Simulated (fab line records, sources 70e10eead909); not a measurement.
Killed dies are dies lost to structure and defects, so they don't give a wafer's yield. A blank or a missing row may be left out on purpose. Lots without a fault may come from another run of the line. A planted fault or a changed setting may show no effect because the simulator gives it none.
Which tool did it? | flow nand_harc | 14 lots, 42 wafers sampled, at 5 steps of a route of 1159

WHAT THE GAUGES READ, wafer by wafer
NHARC_THIN_TSV_CD_MEAS_33: target cd 5000 nm. Usual: cd_nm 5000.2 nm, standard deviation 2.
lot  | measured     | on        | cd_nm (nm)           | flag
L431 | day 18 21:29 | cd_sem-03 | 5004.5 5003.0 5002.4 |
L430 | day 18 22:52 | cd_sem-01 | 4997.1 4999.3 4998.1 |
L432 | day 19 11:01 | cd_sem-02 | 5000.7 4999.8 5000.3 |
L429 | day 19 12:05 | cd_sem-02 | 5001.5 5003.0 5000.4 |
L433 | day 19 13:13 | cd_sem-02 | 5001.3 5000.5 4997.3 |
L434 | day 19 15:29 | cd_sem-01 | 5000.8 5003.9 4998.8 |
L436 | day 20 21:15 | cd_sem-02 | 5003.8 5003.9 4998.8 |
L437 | day 21 04:58 | cd_sem-02 | 5000.2 5000.3 5001.5 |
L435 | day 21 13:05 | cd_sem-03 | 4999.3 4996.5 5000.6 |
L438 | day 21 14:07 | cd_sem-02 | 5001.9 5001.8 5000.7 |
L442 | day 23 00:02 | cd_sem-01 | 5001.5 5000.2 4999.7 |
L448 | day 23 05:02 | cd_sem-03 | 4997.7 5000.6 4998.7 |
L446 | day 23 13:03 | cd_sem-02 | 4998.4 4998.9 4997.3 |
L451 | day 24 09:29 | cd_sem-01 | 4997.0 4997.8 5000.3 |

NHARC_END_SORT_01. Usual: killed_at_array 28, standard deviation 9.1; killed_at_other 0.6, standard deviation 0.87; killed_at_periphery 3.4, standard deviation 2.7; killed_dies 32, standard deviation 9; killed_open 3.2, standard deviation 1.9; killed_short 2.0, standard deviation 1.3.
lot  | measured     | on        | killed_at_array | killed_at_other | killed_at_periphery | killed_dies | killed_open | killed_short | flag
L431 | day 19 07:45 | prober-02 | 21 25 22        | 0 0 0           | 5 9 5               | 26 34 27    | 0 4 2       | 2 3 2        |
L430 | day 19 09:19 | prober-01 | 13 20 17        | 2 1 1           | 3 5 6               | 18 26 24    | 3 8 6       | 3 3 1        |
L432 | day 20 03:52 | prober-02 | 7 13 12         | 0 0 0           | 1 5 3               | 8 18 15     | 0 4 5       | 3 3 3        |
L429 | day 19 20:50 | prober-02 | 28 20 34        | 0 0 0           | 1 1 4               | 29 21 38    | 2 3 3       | 1 3 0        |
L433 | day 20 12:23 | prober-02 | 28 22 33        | 1 2 0           | 1 2 6               | 30 26 39    | 4 2 4       | 1 1 2        |
L434 | day 20 19:25 | prober-02 | 24 23 24        | 0 1 0           | 1 1 1               | 25 25 25    | 4 6 3       | 1 1 1        |
L436 | day 21 07:46 | prober-02 | 19 20 23        | 1 0 0           | 10 3 2              | 30 23 25    | 4 3 4       | 1 2 2        |
L437 | day 21 13:59 | prober-02 | 26 25 33        | 1 1 1           | 1 4 1               | 28 30 35    | 3 4 2       | 1 1 4        |
L435 | day 22 05:53 | prober-02 | 91 138 138      | 0 0 1           | 4 9 7               | 95 147 146  | 2 4 7       | 2 1 1        | OFF
L438 | day 22 00:27 | prober-02 | 28 24 24        | 0 1 1           | 1 2 4               | 29 27 29    | 2 1 4       | 1 2 5        |
L442 | day 24 21:59 | prober-02 | 125 99 95       | 1 2 2           | 6 5 5               | 132 106 102 | 8 1 2       | 5 4 5        | OFF
L448 | day 25 04:08 | prober-02 | 40 54 44        | 2 0 0           | 3 4 4               | 45 58 48    | 5 5 0       | 0 2 3        |
L446 | day 25 11:58 | prober-02 | 33 29 20        | 1 0 0           | 4 5 4               | 38 34 24    | 5 2 2       | 4 3 4        |
L451 | day 26 03:01 | prober-01 | 38 28 40        | 1 1 3           | 1 1 1               | 40 30 44    | 4 2 0       | 2 2 4        |

WHICH TOOL RAN EACH LOT (tool, then ch and the chambers of the sampled wafers, then the start)
lot  | NHARC_A_CONTACT_ETCH_139             | NHARC_THIN_TSV_DEP_47           | NHARC_THIN_TSV_STRIP_62
L431 | har_cap_etch-02 ch 0,1, day 17 06:56 | pecvd-03 ch 0,2, day 18 17:28   | plasma_asher-02 ch 0,1, day 18 18:13
L430 | har_cap_etch-02 ch 0,1, day 17 08:35 | pecvd-02 ch 0,1, day 18 18:44   | plasma_asher-01 ch 0,1, day 18 19:35
L432 | har_cap_etch-02 ch 0,1, day 17 12:59 | pecvd-02 ch 0,1,2, day 19 06:57 | plasma_asher-01 ch 0,1, day 19 07:43
L429 | har_cap_etch-01 ch 0,1, day 17 14:08 | pecvd-01 ch 0,1, day 19 07:59   | plasma_asher-01 ch 0,1, day 19 08:46
L433 | har_cap_etch-02 ch 0,1, day 17 16:59 | pecvd-02 ch 0,1,2, day 19 09:13 | plasma_asher-01 ch 0,1, day 19 09:53
L434 | har_cap_etch-01 ch 0,1, day 17 19:51 | pecvd-03 ch 0,1,2, day 19 11:29 | plasma_asher-02 ch 0,1, day 19 12:14
L436 | har_cap_etch-03 ch 0,1, day 19 05:44 | pecvd-03 ch 0,2, day 20 16:42   | plasma_asher-02 ch 0,1, day 20 17:36
L437 | har_cap_etch-01 ch 0,1, day 19 10:59 | pecvd-02 ch 0,1,2, day 21 00:59 | plasma_asher-01 ch 0,1, day 21 01:47
L435 | har_cap_etch-01 ch 0,1, day 19 16:18 | pecvd-01 ch 0,2, day 21 08:56   | plasma_asher-01 ch 0,1, day 21 09:47
L438 | har_cap_etch-03 ch 0,1, day 19 18:55 | pecvd-03 ch 0,1,2, day 21 10:10 | plasma_asher-02 ch 0,1, day 21 10:52
L442 | har_cap_etch-01 ch 0,1, day 20 21:49 | pecvd-03 ch 0,1, day 22 19:21   | plasma_asher-01 ch 0,1, day 22 20:06
L448 | har_cap_etch-03 ch 0, day 21 06:20   | pecvd-02 ch 0,1, day 23 00:54   | plasma_asher-02 ch 1, day 23 01:47
L446 | har_cap_etch-02 ch 0,1, day 21 07:11 | pecvd-02 ch 0,2, day 23 08:50   | plasma_asher-01 ch 0,1, day 23 09:37
L451 | har_cap_etch-02 ch 0,1, day 22 14:05 | pecvd-03 ch 0,1,2, day 24 05:20 | plasma_asher-01 ch 0,1, day 24 06:11
- NHARC_A_CONTACT_ETCH_139: etches the open film in C4F8/O2/Ar, time 137 s, target depth 590 nm.
- NHARC_THIN_TSV_DEP_47: deposits SiO2, target thk 200 nm.
- NHARC_THIN_TSV_STRIP_62: strips in N2/H2, time 20 s.

WHAT THE TOOLS THEMSELVES READ (means of the sampled wafers that have a number; where no wafer has one, the mark that the record gives instead)
NHARC_THIN_TSV_DEP_47. Usual: rf_fwd_power_W 897.8 W, standard deviation 2.8; throttle_valve_pct 15.6 %, standard deviation 0.53.
lot  | tool     | rf_fwd_power_W (W) | throttle_valve_pct (%) | flag
L431 | pecvd-03 | 894.0              | 15.9                   |
L430 | pecvd-02 | 895.3              | 15.3                   |
L432 | pecvd-02 | 898.0              | 15.4                   |
L429 | pecvd-01 | 897.4              | 15.3                   |
L433 | pecvd-02 | 897.6              | 15.5                   |
L434 | pecvd-03 | 896.6              | 15.9                   |
L436 | pecvd-03 | 894.7              | 15.8                   |
L437 | pecvd-02 | 897.9              | 15.4                   |
L435 | pecvd-01 | 900.2              | 16.5                   |
L438 | pecvd-03 | 900.7              | 15.5                   |
L442 | pecvd-03 | 897.1              | 15.4                   |
L448 | pecvd-02 | 897.2              | 15.3                   |
L446 | pecvd-02 | 894.3              | 15.0                   |
L451 | pecvd-03 | 899.5              | 15.6                   |

NHARC_THIN_TSV_STRIP_62. Usual: drypump_motor_current_A 5.9 A, standard deviation 0.33; heater_power_w 328 W, standard deviation 22.
lot  | tool            | drypump_motor_current_A (A) | heater_power_w (W) | flag
L431 | plasma_asher-02 | 5.5                         | 306                |
L430 | plasma_asher-01 | 6.2                         | 341                |
L432 | plasma_asher-01 | 6.2                         | 341                |
L429 | plasma_asher-01 | 6.1                         | 334                |
L433 | plasma_asher-01 | 6.2                         | 336                |
L434 | plasma_asher-02 | 5.6                         | 306                |
L436 | plasma_asher-02 | 5.6                         | 304                |
L437 | plasma_asher-01 | 6.2                         | 340                |
L435 | plasma_asher-01 | 6.0                         | 339                |
L438 | plasma_asher-02 | 5.7                         | 323                |
L442 | plasma_asher-01 | 6.2                         | 335                |
L448 | plasma_asher-02 | 6.0                         | 340                |
L446 | plasma_asher-01 | 6.1                         | 335                |
L451 | plasma_asher-01 | 6.2                         | 342                |

THE ANSWER, worked out from the rows above alone
Rule: a lot is off if the mean of its wafers that have a number lies more than 3 standard deviations from the usual mean. A lot without any number at a reading at which 4 lots or more have one is off too. The other lots that the step has rows for count as sound. The gauges are gone through in route order, then the tools' own readings, and for those a lot's mean is taken as printed above. The first step at which some lot is off is used, and at that step the reading that is off furthest; a lot without a number counts as furthest.
Off: L435, L442, at NHARC_END_SORT_01 (killed_dies).
A tool fits if, at a process step before that reading, it ran every lot that is off, and no sound lot after the first of them. The gauges at NHARC_END_SORT_01 are tried like those tools. One fits: har_cap_etch-01 at NHARC_A_CONTACT_ETCH_139. Its last sound lot is L437 (day 19 10:59), its first lot that is off L435 (day 19 16:18): a fault that began between those two fits.

WHAT THE SIMULATOR HAD PUT IN
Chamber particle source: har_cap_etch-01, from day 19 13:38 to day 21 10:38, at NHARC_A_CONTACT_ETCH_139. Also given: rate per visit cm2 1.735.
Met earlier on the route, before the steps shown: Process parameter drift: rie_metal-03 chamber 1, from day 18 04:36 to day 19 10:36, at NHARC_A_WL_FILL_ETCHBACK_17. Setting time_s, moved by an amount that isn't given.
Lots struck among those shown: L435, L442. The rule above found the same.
